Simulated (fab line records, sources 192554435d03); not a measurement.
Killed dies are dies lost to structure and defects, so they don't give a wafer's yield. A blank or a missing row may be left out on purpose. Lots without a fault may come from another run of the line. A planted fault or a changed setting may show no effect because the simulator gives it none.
A struck lot beside a sound one | flow n5_finfet | 36 steps out of a route of 1938
Sound: wafers L265.1, L265.2, L265.4. Struck: wafers L253.1, L253.2, L253.4. The cause comes at the end.
At each step with rows: each side's tool, then ch and its chambers, then its first start. Under that, the readings that differ: sound wafers | struck wafers | difference of the means | sigmas: that difference in standard deviations of wafers without a fault.
alike: readings whose means differ by less than 2 such deviations, and words and numbers that are the same on both sides. not compared: withheld readings, readings that some wafer has no value for, bounds like >300 that may hide the same value, and numbers for which the record gives no deviation and whose values overlap.
The two part at a step that has a row with sigmas, a row that says differs or no value, or rows on one side only. Numbers that don't overlap but have no deviation are shown without sigmas and don't part them. A reading that every wafer of one side lacks parts them only if that side has two wafers or more.

first, 9 steps without rows for these wafers: N5_BEOL_M4_ANNEAL_95 (time 240 s); N5_BEOL_M4_SPUTTER_96 (material Cu, target thk 4.5 nm, time 8.29 s); N5_BEOL_M4_ECD_50 (material Cu, target thk 300 nm); N5_BEOL_M4_ANNEAL_51 (time 90 s); N5_BEOL_M4_CMP_52 (polishes, stops on SiOC, t overpolish 6.8 s, target thk 40 nm); N5_BEOL_M4_PRE_CLEAN_60 (time 15 s); N5_BEOL_M4_CO_CAP_55 (material Co, precursor CCTBA/H2, target thk 2 nm, time 102.1 s); N5_BEOL_M4_PRE_CLEAN_56 (time 15 s); N5_BEOL_M4_DEP_57 (deposits SiCN from 3MS/NH3, target thk 8 nm, time 14 s).
N5_BEOL_M4_RC_MEAS_101:
  sound on prober-01 ch 0, day 12 01:19; struck on prober-02 ch 0, day 8 09:47
  reading       | sound          | struck         | difference | sigmas
  DIBL_N (mV/V) | 34.6 35.8 33.5 | 37.4 38.3 37.6 | +3.1       | +2
  alike: DIBL_P, IOFF_N, IOFF_P, ION_N, ION_P, SS_N, SS_P, VT_N, VT_P
then, 24 steps without rows for these wafers: N5_BEOL_M5_ILD_DEP_00 (deposits SiCOH lowk from DEMS/porogen, target thk 140.64 nm, time 25.9 s); N5_BEOL_M5_CURE_79 (cures SiCOH lowk, time 240 s); N5_BEOL_M5_PECVD_70 (deposits SiO2 from TEOS/O2, target thk 16 nm, time 18 s); N5_BEOL_M5_HM_DEP_02 (deposits TiN, target thk 20 nm); N5_BEOL_M5_COAT_59 (time 60 s, resist thk 60 nm); N5_BEOL_M5_COAT_60 (time 60 s, resist thk 12 nm); N5_BEOL_M5_COAT_71 (time 60 s, resist thk 5 nm); N5_BEOL_M5_COAT_05 (resist thk 30 nm); N5_BEOL_M5_EBR_07; N5_BEOL_M5_SOFTBAKE_06 (time 60 s); N5_BEOL_M5_EXPOSE_08 (exposes mask M5, target cd 28 nm); N5_BEOL_M5_PEB_09 (peb time 60 s); N5_BEOL_M5_DEVELOP_10 (develop time 30 s); N5_BEOL_M5_DESCUM_16 (chemistry O2, time 7 s); N5_BEOL_M5_ETCH_72 (etches underlayer in N2/H2, target depth 6.5 nm, time 5.2 s); N5_BEOL_M5_ETCH_61 (etches SiARC in CF4, target depth 15.6 nm, time 26 s); N5_BEOL_M5_ETCH_62 (etches SOC in N2/H2, target depth 75 nm, overetch 15 nm, time 112.5 s); N5_BEOL_M5_STRIP_63 (strips in N2/H2); N5_BEOL_M5_STRIP_73 (strips in N2/H2); N5_BEOL_M5_STRIP_64 (strips in CF4); N5_BEOL_M5_HM_OPEN_17 (chemistry Cl2/BCl3, target TiN, target depth 20 nm, overetch 6 nm); N5_BEOL_M5_STRIP_19 (strips in O2); N5_BEOL_M5_COAT_65 (time 60 s, resist thk 60 nm); N5_BEOL_M5_COAT_66 (time 60 s, resist thk 12 nm).
-- the record jumps here: 4 days lie between the struck wafers' starts before and after (it left off in module BEOL_M5 and takes up again in module PASSIVATION, whose first step shown is number 1936 of the route) --
N5_PASSIVATION_STRIP_14: strips in O2.
  sound on rie_diel-03 ch 0,1,2, day 15 21:11; struck on rie_diel-01 ch 0,1,3, day 12 08:22
  no value came back on the struck wafers for any of 8 readings (bias_power_w (W), chamber_pressure_mTorr (mTorr) and others); on the sound wafers bias_power_w (W) reads 0 0 0
  not compared: model.coat_of_PASSIVATION_COAT_04.thk_nm
N5_PASSIVATION_PROBE_49:
  the record has rows for the struck wafers here (prober-01, day 12 15:19) and none for the sound ones

WHERE THEY PART
First at N5_BEOL_M4_RC_MEAS_101; last, within this record, at N5_PASSIVATION_PROBE_49.

WHY: what the simulator had put in
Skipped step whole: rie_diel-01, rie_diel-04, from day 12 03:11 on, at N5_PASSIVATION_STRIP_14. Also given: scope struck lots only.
